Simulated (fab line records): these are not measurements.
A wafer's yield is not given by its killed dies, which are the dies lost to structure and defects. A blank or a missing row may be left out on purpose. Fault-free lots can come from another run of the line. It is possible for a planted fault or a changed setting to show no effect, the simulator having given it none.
Struck lot and sound lot, side by side :: flow nand_harc :: 18 out of 1159 route steps
Sound: wafers L196.1, L196.2, L196.6. Wafers struck: L208.1, L208.4, L208.6. The cause is named last.
Per side, at each step with rows, come the tool, then ch with its chambers, and then its first start. Under that, the readings that differ: sound wafers :: struck wafers :: difference of the means :: sigmas: that difference in standard deviations of wafers without a fault.
alike: same words and numbers on both sides, and readings whose means sit less than 2 such deviations apart. not compared: any withheld reading, any reading some wafer has no value for, any bound like >300 that may hide the same value, and any number with overlapping values for which the record gives no deviation.
The two part at a step that has a row with sigmas, a row that says differs or no value, or rows on one side only. Numbers that have no deviation but don't overlap get no sigmas and don't part them. A reading that every wafer of one side lacks parts them only if that side has two wafers or more.

NHARC_P_ZERO_WELL_CD_MEAS_24 targets a cd of 720 nm.
  sound on cd_sem-01 ch 0, day 1 20:37; struck on cd_sem-02 ch 0, day 4 20:42
  alike: cd_nm
then, 1 step without rows for these wafers: NHARC_P_ZERO_WELL_HARDBAKE_25 (time 80 s).
NHARC_P_ZERO_WELL_DESCUM_26: chemistry O2, time 3 s.
  sound on rie_diel-04 ch 1,2, day 1 20:48; struck on rie_diel-12 ch 0,2, day 4 20:53
  alike: drypump_motor_current_A, o2_flow_sccm, oes_product_au, rf_vpp_V, showerhead_plenum_p_Torr, throttle_valve_pct
  not compared: rf_hours_counter_h
then, 9 steps without rows for these wafers: NHARC_P_ZERO_WELL_IMPLANT_27; NHARC_P_ZERO_WELL_IMPLANT_57; NHARC_P_ZERO_WELL_IMPLANT_58; NHARC_P_ZERO_WELL_STRIP_28 (strips in SPM, time 840 s); NHARC_P_ZERO_WELL_DEHYDRATE_29 (time 120 s); NHARC_P_ZERO_WELL_HMDS_30 (time 30 s); NHARC_P_ZERO_WELL_COAT_31; NHARC_P_ZERO_WELL_SOFTBAKE_32 (time 95 s); NHARC_P_ZERO_WELL_EBR_33.
NHARC_P_ZERO_WELL_EXPOSE_34: exposes mask P PWELL, target cd 720 nm.
  sound on krf_scanner-02 ch 0, day 1 22:07; struck on krf_scanner-03 ch 0, day 4 22:11
reading: mask
sound: P_PWELL#0 P_PWELL#0 P_PWELL#0
struck: P_PWELL_R1#0 P_PWELL_R1#0 P_PWELL_R1#0
difference: differs
sigmas: 
then, 2 steps without rows for these wafers: NHARC_P_ZERO_WELL_PEB_35 (peb time 85 s); NHARC_P_ZERO_WELL_DEVELOP_36 (time 70 s).
NHARC_P_ZERO_WELL_CD_MEAS_37 targets a cd of 720 nm.
  sound on cd_sem-02 ch 0, day 1 22:17; struck on cd_sem-01 ch 0, day 4 22:21
reading: cd_nm (nm)
sound: 719.3 722.0 721.7
struck: 727.1 727.7 727.8
difference: +6.5
sigmas: +4
then, 1 step without rows for these wafers: NHARC_P_ZERO_WELL_HARDBAKE_38 (time 80 s).
-- the record jumps here: 17 days lie between the struck wafers' starts before and after (it left off in module P_ZERO_WELL and takes up again in module END, whose first step shown is number 1159 of the route) --
NHARC_END_SORT_01:
  sound on prober-01 ch 0, day 20 00:46; struck on prober-02 ch 0, day 22 02:35
  alike: killed_at_array, killed_at_other, killed_at_periphery, killed_dies, killed_open, killed_short

## WHERE THEY PART
First at NHARC_P_ZERO_WELL_EXPOSE_34; last, within this record, at NHARC_P_ZERO_WELL_CD_MEAS_37. Later steps at which nothing parts them and some readings are alike: NHARC_END_SORT_01.

WHY: what the simulator had put in
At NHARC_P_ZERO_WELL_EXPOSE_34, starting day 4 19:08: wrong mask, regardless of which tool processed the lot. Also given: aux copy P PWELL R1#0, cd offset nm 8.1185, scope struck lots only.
